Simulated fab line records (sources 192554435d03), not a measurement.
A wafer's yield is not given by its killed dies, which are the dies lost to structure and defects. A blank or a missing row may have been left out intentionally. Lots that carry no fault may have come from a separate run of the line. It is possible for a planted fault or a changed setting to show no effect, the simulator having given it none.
Which tool is to blame? + flow n5 finfet + 8 lots with 24 wafers sampled at 8 steps, on a route of 1938 steps

== WHAT EACH GAUGE READ, for each wafer ==
N5_BEOL_M0_SAQP_INSPECT_16: inspects for defects (brightfield).
| lot  | measured     | on                | raw defect count |
|------|--------------|-------------------|------------------|
| L721 | day 7 06:17  | defect inspect-02 | 433 349 387      |
| L722 | day 7 11:20  | defect inspect-01 | 798 553 438      |
| L723 | day 7 23:07  | defect inspect-02 | 654 462 541      |
| L725 | day 8 05:36  | defect inspect-02 | 1331 1188 1300   |
| L731 | day 9 16:37  | defect inspect-01 | 1239 1461 1155   |
| L734 | day 10 09:55 | defect inspect-02 | 340 297 460      |
| L736 | day 10 20:47 | defect inspect-02 | 602 506 677      |
| L737 | day 11 03:20 | defect inspect-01 | 353 369 519      |

N5_BEOL_M0_SAQP_INSPECT_42: inspects for defects (brightfield).
| lot  | measured     | on                | raw defect count |
|------|--------------|-------------------|------------------|
| L721 | day 7 10:26  | defect inspect-02 | 215 241 211      |
| L722 | day 7 16:40  | defect inspect-02 | 448 335 313      |
| L723 | day 8 03:14  | defect inspect-01 | 340 219 329      |
| L725 | day 8 10:10  | defect inspect-02 | 1050 1043 1054   |
| L731 | day 9 20:38  | defect inspect-01 | 1026 1165 967    |
| L734 | day 10 14:22 | defect inspect-02 | 247 223 295      |
| L736 | day 11 01:08 | defect inspect-01 | 494 315 430      |
| L737 | day 11 08:05 | defect inspect-02 | 186 275 259      |

N5_BEOL_M0_CUTY_INSPECT_59: inspects for defects (macro).
| lot  | measured     | on                | raw defect count |
|------|--------------|-------------------|------------------|
| L721 | day 7 12:35  | defect inspect-02 | 1 3 2            |
| L722 | day 7 18:07  | defect inspect-02 | 2 3 4            |
| L723 | day 8 04:37  | defect inspect-01 | 3 3 3            |
| L725 | day 8 11:33  | defect inspect-02 | >300 >300 >300   |
| L731 | day 9 21:55  | defect inspect-02 | >300 >300 >300   |
| L734 | day 10 16:26 | defect inspect-01 | 0 0 1            |
| L736 | day 11 02:45 | defect inspect-02 | 1 0 2            |
| L737 | day 11 09:22 | defect inspect-01 | 0 1 2            |

N5_BEOL_M4_RC_MEAS_101.
| lot  | measured     | on        | DIBL_N (mV/V)  | DIBL_P (mV/V)  | IOFF_N (nA/um)    | IOFF_P (nA/um)    | ION_N (uA/um) | ION_P (uA/um) | SS_N (mV/dec)  | SS_P (mV/dec)  | VT_N (mV)         | VT_P (mV)            |
|------|--------------|-----------|----------------|----------------|-------------------|-------------------|---------------|---------------|----------------|----------------|-------------------|----------------------|
| L721 | day 10 07:00 | prober-01 | 36.8 36.9 35.7 | 37.2 35.8 35.7 | 0.170 0.168 0.149 | 0.235 0.222 0.217 | 681 685 671   | 470 469 467   | 72.2 70.7 71.8 | 73.8 73.4 73.9 | 248.3 248.3 252.0 | -249.1 -250.4 -249.9 |
| L722 | day 10 09:09 | prober-01 | 37.4 37.9 38.0 | 38.0 38.7 39.7 | 0.171 0.185 0.196 | 0.221 0.240 0.259 | 674 677 682   | 466 466 477   | 72.1 70.7 72.0 | 74.5 74.4 74.4 | 248.5 249.1 246.2 | -248.4 -250.1 -249.4 |
| L723 | day 10 15:32 | prober-02 | 35.5 36.2 35.2 | 35.2 35.9 35.0 | 0.133 0.149 0.128 | 0.188 0.192 0.180 | 660 670 664   | 453 458 452   | 71.2 71.2 71.2 | 72.8 73.1 73.4 | 253.5 252.0 255.7 | -253.0 -255.0 -255.7 |
| L725 | day 10 20:38 | prober-01 | 35.1 35.7 35.5 | 34.6 35.3 34.3 | 0.125 0.141 0.130 | 0.201 0.216 0.203 | 666 670 668   | 466 462 463   | 70.8 71.6 71.7 | 72.6 73.7 73.0 | 253.6 248.8 253.1 | -245.9 -247.0 -245.9 |
| L731 | day 12 15:55 | prober-02 | 36.5 36.5 36.9 | 37.9 37.4 37.7 | 0.160 0.157 0.169 | 0.218 0.206 0.215 | 675 682 669   | 461 459 455   | 70.8 71.5 71.6 | 73.0 73.5 73.4 | 251.5 254.7 251.7 | -249.8 -253.8 -250.4 |
| L734 | day 13 15:25 | prober-01 | 33.7 33.9 34.0 | 34.3 34.7 35.1 | 0.136 0.137 0.144 | 0.213 0.212 0.223 | 665 670 686   | 462 466 476   | 70.9 70.4 71.5 | 73.3 72.4 73.6 | 251.6 250.3 251.4 | -247.8 -248.5 -245.7 |
| L736 | day 14 01:19 | prober-02 | 37.1 36.4 36.6 | 38.5 37.5 37.4 | 0.190 0.170 0.165 | 0.239 0.215 0.209 | 690 691 679   | 472 468 462   | 71.4 71.4 71.7 | 74.4 74.6 73.0 | 247.0 248.6 249.0 | -248.6 -250.0 -248.8 |
| L737 | day 14 04:28 | prober-02 | 34.8 35.1 36.2 | 35.7 36.5 37.1 | 0.130 0.138 0.155 | 0.177 0.189 0.208 | 667 674 671   | 465 461 459   | 71.1 71.4 71.0 | 73.4 72.4 73.0 | 252.7 252.6 252.4 | -253.0 -253.8 -251.6 |

== WHICH TOOL RAN EACH LOT (tool, then ch and the chambers of the sampled wafers, then the start) ==
| lot  | N5_BEOL_M0_SAQP_PECVD_00        | N5_BEOL_M0_SAQP_HM_DEP_02    | N5_BEOL_M0_SAQP_ETCH_84            | N5_BEOL_M0_SAQP_SPACER1_ALD_98    |
|------|---------------------------------|------------------------------|------------------------------------|-----------------------------------|
| L721 | pecvd-01 ch 1,2, day 7 05:20    | pvd sputter-02, day 7 05:25  | rie diel-02 ch 0,1,3, day 7 06:26  | ald sin-02 ch 0,3, day 7 07:14    |
| L722 | pecvd-03 ch 0,2, day 7 08:20    | pvd sputter-03, day 7 10:35  | rie diel-02 ch 0,3, day 7 12:31    | ald sin-02 ch 2,3, day 7 13:26    |
| L723 | pecvd-03 ch 0,2, day 7 20:38    | pvd sputter-03, day 7 22:16  | rie diel-04 ch 2,3, day 7 23:28    | ald sin-03 ch 0,2,3, day 8 00:16  |
| L725 | pecvd-03 ch 0,1, day 8 03:16    | pvd sputter-03, day 8 04:52  | rie diel-02 ch 0,3, day 8 05:43    | ald sin-01 ch 2,3, day 8 06:37    |
| L731 | pecvd-03 ch 0,1, day 9 14:38    | pvd sputter-03, day 9 15:43  | rie diel-02 ch 0,1,2, day 9 16:44  | ald sin-02 ch 0,1,3, day 9 17:41  |
| L734 | pecvd-01 ch 0,1,2, day 10 07:26 | pvd sputter-01, day 10 09:05 | rie diel-01 ch 1,2,3, day 10 10:13 | ald sin-01 ch 1,2, day 10 11:18   |
| L736 | pecvd-01 ch 1, day 10 19:40     | pvd sputter-01, day 10 19:57 | rie diel-01 ch 1,2, day 10 20:55   | ald sin-02 ch 0,1,3, day 10 21:58 |
| L737 | pecvd-03 ch 1,2, day 11 01:38   | pvd sputter-02, day 11 02:34 | rie diel-01 ch 1,2,3, day 11 03:28 | ald sin-01 ch 1,2,3, day 11 04:16 |
- N5_BEOL_M0_SAQP_PECVD_00: deposits SiCN from 3MS/NH3, target thk 8 nm, time 14 s.
- N5_BEOL_M0_SAQP_HM_DEP_02: deposits TiN, target thk 12 nm.
- N5_BEOL_M0_SAQP_ETCH_84: etches SOC in N2/H2, target depth 100 nm, overetch 20 nm, time 150 s.
- N5_BEOL_M0_SAQP_SPACER1_ALD_98: deposits SiO2, target thk 12.8 nm, pulse time 1 s, purge time 2 s.

== AS READ BY THE TOOLS THEMSELVES (means over the sampled wafers that have a number; for cases with no such wafer, the mark the record gives instead) ==
N5_BEOL_M0_SAQP_PECVD_00.
| lot  | tool     | showerhead plenum p Torr (Torr) | throttle valve pct (%) |
|------|----------|---------------------------------|------------------------|
| L721 | pecvd-01 | 3.652                           | 9.0                    |
| L722 | pecvd-03 | 3.644                           | 8.8                    |
| L723 | pecvd-03 | 3.652                           | 8.8                    |
| L725 | pecvd-03 | 3.680                           | 8.8                    |
| L731 | pecvd-03 | 3.673                           | 8.7                    |
| L734 | pecvd-01 | 3.655                           | 8.9                    |
| L736 | pecvd-01 | 3.656                           | 9.2                    |
| L737 | pecvd-03 | 3.661                           | 8.3                    |

N5_BEOL_M0_SAQP_HM_DEP_02.
| lot  | tool           | substrate temp c (C) | throttle valve pct (%) |
|------|----------------|----------------------|------------------------|
| L721 | pvd sputter-02 | 25.00                | 30.9                   |
| L722 | pvd sputter-03 | 24.96                | 30.2                   |
| L723 | pvd sputter-03 | 24.91                | 30.9                   |
| L725 | pvd sputter-03 | 24.99                | 29.1                   |
| L731 | pvd sputter-03 | 24.93                | 29.8                   |
| L734 | pvd sputter-01 | 24.97                | 30.2                   |
| L736 | pvd sputter-01 | 25.01                | 28.8                   |
| L737 | pvd sputter-02 | 24.88                | 30.9                   |

N5_BEOL_M0_SAQP_ETCH_84.
| lot  | tool        | bias w (W) | drypump motor current A (A) | oes product au (a.u.) | rf vpp V (V) | showerhead plenum p Torr (Torr) | throttle valve pct (%) |
|------|-------------|------------|-----------------------------|-----------------------|--------------|---------------------------------|------------------------|
| L721 | rie diel-02 | 150.1      | 5.8                         | 0.72                  | 527.1        | 2.65                            | 17.80                  |
| L722 | rie diel-02 | 149.8      | 5.9                         | 0.64                  | 526.0        | 2.62                            | 17.96                  |
| L723 | rie diel-04 | 149.7      | 5.3                         | 0.63                  | 522.0        | 2.48                            | 17.82                  |
| L725 | rie diel-02 | 150.0      | 5.8                         | 0.64                  | 525.9        | 2.61                            | 17.99                  |
| L731 | rie diel-02 | 150.3      | 5.8                         | 0.71                  | 523.6        | 2.58                            | 17.83                  |
| L734 | rie diel-01 | 150.3      | 5.5                         | 0.75                  | 522.6        | 2.49                            | 17.71                  |
| L736 | rie diel-01 | 150.0      | 5.6                         | 0.68                  | 522.3        | 2.50                            | 18.01                  |
| L737 | rie diel-01 | 150.0      | 5.5                         | 0.74                  | 523.6        | 2.49                            | 17.73                  |

N5_BEOL_M0_SAQP_SPACER1_ALD_98.
| lot  | tool       | heater power w (W) | precursor pulse height rel |
|------|------------|--------------------|----------------------------|
| L721 | ald sin-02 | 524                | 0.989                      |
| L722 | ald sin-02 | 496                | 1.001                      |
| L723 | ald sin-03 | 458                | 0.993                      |
| L725 | ald sin-01 | 474                | 1.026                      |
| L731 | ald sin-02 | 517                | 1.014                      |
| L734 | ald sin-01 | 456                | 0.975                      |
| L736 | ald sin-02 | 517                | 1.000                      |
| L737 | ald sin-01 | 442                | 0.988                      |

== THE ANSWER, worked out from the rows above alone ==
Rule: the lots themselves supply what counts as usual. Put in order of their means at a reading, lots are off if they are a third of the lots or fewer, leave a main group of 4 or more, and stand apart from it by a gap of 3 or more times the standard deviation of the main group's means; of several such gaps the widest counts. A main group is skipped when, at the precision printed for the reading in the tables above, its means are all equal. Also off: a lot with no number at a reading for which 4 or more lots have one. The other lots that the step has rows for count as sound. Order of review: gauges by route order, followed by the tools' own readings, for which a lot's mean as printed above is used. At the first step where some lot is off, the reading lying furthest off is the one used; lots without a number count as furthest.
Off, at N5_BEOL_M0_SAQP_INSPECT_16 on raw defect count: L725, L731. Mean 485 and standard deviation 98 in the main group.
A tool fits if, at a process step before that reading, it ran every lot that is off, and no sound lot after the first of them. Gauges at N5_BEOL_M0_SAQP_INSPECT_16: tried the same way as those tools. One fits: pvd sputter-03 at N5_BEOL_M0_SAQP_HM_DEP_02. Its last sound lot is L723 (day 7 22:16), its first lot that is off L725 (day 8 04:52): a fault that began between those two fits.

== WHAT WAS PUT IN BY THE SIMULATOR ==
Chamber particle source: pvd sputter-03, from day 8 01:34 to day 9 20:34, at N5_BEOL_M0_SAQP_HM_DEP_02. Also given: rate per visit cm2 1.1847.
Lots struck among those shown: L725, L731. The same result came from the rule above.
